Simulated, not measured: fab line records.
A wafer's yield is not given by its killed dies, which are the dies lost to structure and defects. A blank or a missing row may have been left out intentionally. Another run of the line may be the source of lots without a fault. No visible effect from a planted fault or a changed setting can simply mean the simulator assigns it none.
Chamber matching | flow nandHarc | 4 sister chambers for NHARC_A_STAIRCASE_CMP_152 on cmp-02
The step polishes. 4 wafers are shown with their chamber, then 12 later ones without.

== EACH WAFER AND ITS CHAMBER ==
wafer  | chamber | motorCurrentA (A)
L086.5 | 2       | 11.5
L088.6 | 1       | 10.3
L087.5 | 0       | 13.6
L087.6 | 3       | 14.2

== WAFERS MISSING THEIR CHAMBER ==
wafer  | motorCurrentA (A)
L089.2 | 13.5
L089.3 | 10.2
L089.5 | 10.4
L091.2 | 12.6
L091.4 | 10.7
L091.5 | 11.8
L094.3 | 12.1
L094.4 | 13.1
L094.5 | 11.5
L095.2 | 10.2
L095.4 | 13.1
L095.6 | 13.5

== EACH ONE'S CHAMBER ==
wafer  | from the rows above          | in truth
L089.2 | can't be placed: 0 or 3      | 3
L089.3 | 1                            | 1
L089.5 | 1                            | 1
L091.2 | can't be placed: 0 or 2 or 3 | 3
L091.4 | can't be placed: 1 or 2      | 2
L091.5 | 2                            | 2
L094.3 | 2                            | 2
L094.4 | can't be placed: 0 or 3      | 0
L094.5 | 2                            | 2
L095.2 | 1                            | 1
L095.4 | can't be placed: 0 or 3      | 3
L095.6 | can't be placed: 0 or 3      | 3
Correct placement for 6 of the 12. Cannot be placed on the basis of these rows: 6; the candidates contain the true chamber in 6. Placed wrongly: 0.
How it was worked out, from the rows above alone: a wafer's distance from a chamber is the root of the sum, over the readings, of the square of ((its reading less the chamber's mean) divided by the reading's scatter). The wafer belongs to the nearest chamber; if the next one is less than 2 further off, it can't be placed. For every chamber, the mean is computed from those of its wafers that are shown. The scatter: with one shown wafer a chamber, the root of the mean of the squares of how far each hidden wafer lies from its nearest shown one.
